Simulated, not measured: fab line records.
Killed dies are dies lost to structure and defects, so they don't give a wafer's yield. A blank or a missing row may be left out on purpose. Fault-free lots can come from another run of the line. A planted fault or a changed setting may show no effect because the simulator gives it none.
Comparing a struck lot with a sound one ; flow n5_finfet ; 15 steps out of a route of 1938
Sound: wafers L307.1, L307.2, L307.6. Struck: wafer L312.5 (left out: L312.3, a lot-mate that was not struck); the cause follows at the end.
Order at every step that has rows: each side's tool, ch and its chambers, its first start. Under that, the readings that differ: sound wafers ; struck wafers ; difference of the means ; sigmas: that difference in standard deviations of wafers without a fault.
alike: readings whose means differ by less than 2 such deviations, and words and numbers that are the same on both sides. not compared: withheld readings, readings that some wafer has no value for, bounds like >300 that may hide the same value, and numbers for which the record gives no deviation and whose values overlap.
The two part at a step that has a row with sigmas, a row that says differs or no value, or rows on one side only. Numbers that don't overlap but have no deviation are shown without sigmas and don't part them. A reading that every wafer of one side lacks parts them only if that side has two wafers or more.

first, 7 steps without rows for these wafers: N5_BEOL_M5_COAT_74 (time 60 s, resist thk 5 nm); N5_BEOL_M5_COAT_22 (resist thk 30 nm); N5_BEOL_M5_EBR_24; N5_BEOL_M5_SOFTBAKE_23 (time 60 s); N5_BEOL_M5_EXPOSE_25 (exposes mask V4, defocus 10 nm); N5_BEOL_M5_PEB_26 (peb time 60 s); N5_BEOL_M5_DEVELOP_27 (develop time 30 s).
N5_BEOL_M5_CD_MEAS_28: target cd 30.6 nm, target cd y 20 nm.
  sound on cd_sem-03 ch 0, day 11 11:55; struck on cd_sem-01 ch 0, day 13 04:37
  alike: cd_nm
N5_BEOL_M5_OVL_MEAS_29:
  sound on overlay-02 ch 0, day 11 11:56; struck on overlay-02 ch 0, day 13 04:40
  alike: V4_OVL
N5_BEOL_M5_INSPECT_30: inspects for defects (brightfield).
  sound: defect_inspect-02 at day 11 12:00; struck: defect_inspect-01 at day 13 04:43
reading;sound;struck;difference;sigmas
raw_defect_count;304 437 372;714;+343;+4
N5_BEOL_M5_DESCUM_33: chemistry O2, time 7 s.
  sound on rie_diel-05 ch 0,2, day 11 12:02; struck on rie_diel-04 ch 0, day 13 04:59
  alike: drypump_motor_current_A, oes_product_au, rf_vpp_V, showerhead_plenum_p_Torr, throttle_valve_pct
  not compared: rf_hours_counter_h
N5_BEOL_M5_ETCH_75: etches underlayer in N2/H2, target depth 6.5 nm, time 5.2 s.
  sound on rie_diel-05 ch 0,2, day 11 12:04; struck on rie_diel-04 ch 0, day 13 05:01
  alike: drypump_motor_current_A, etch_rf_on_time_s, h2_flow_sccm, oes_product_au, rf_vpp_V, showerhead_plenum_p_Torr, throttle_valve_pct
  not compared: rf_hours_counter_h
N5_BEOL_M5_ETCH_67: etches SiARC in CF4, target depth 15.6 nm, time 26 s.
  sound on rie_diel-05 ch 0,2, day 11 12:05; struck on rie_diel-04 ch 0, day 13 05:02
reading;sound;struck;difference;sigmas
etch_rf_on_time_s (s);25.8 26.6 25.8;15.2;-10.9;-19
oes_product_au (a.u.);0.75 0.60 0.75;1.10;+0.40;+5
  alike: drypump_motor_current_A, mfc_ar_sccm, rf_vpp_V, showerhead_plenum_p_Torr, throttle_valve_pct
  not compared: rf_hours_counter_h
N5_BEOL_M5_ETCH_68: etches SOC in N2/H2, target depth 80 nm, overetch 16 nm, time 120 s.
  sound on rie_diel-05 ch 0,2, day 11 12:07; struck on rie_diel-04 ch 0, day 13 05:04
  alike: drypump_motor_current_A, h2_flow_sccm, oes_product_au, rf_vpp_V, showerhead_plenum_p_Torr, throttle_valve_pct
  not compared: rf_hours_counter_h
N5_PASSIVATION_PROBE_49:
  the record has rows for the sound wafers here (prober-01, day 15 22:09) and none for the struck ones

== WHERE THEY PART ==
At N5_BEOL_M5_INSPECT_30 first; at N5_PASSIVATION_PROBE_49 last (within this record only).

WHY: what the simulator had put in
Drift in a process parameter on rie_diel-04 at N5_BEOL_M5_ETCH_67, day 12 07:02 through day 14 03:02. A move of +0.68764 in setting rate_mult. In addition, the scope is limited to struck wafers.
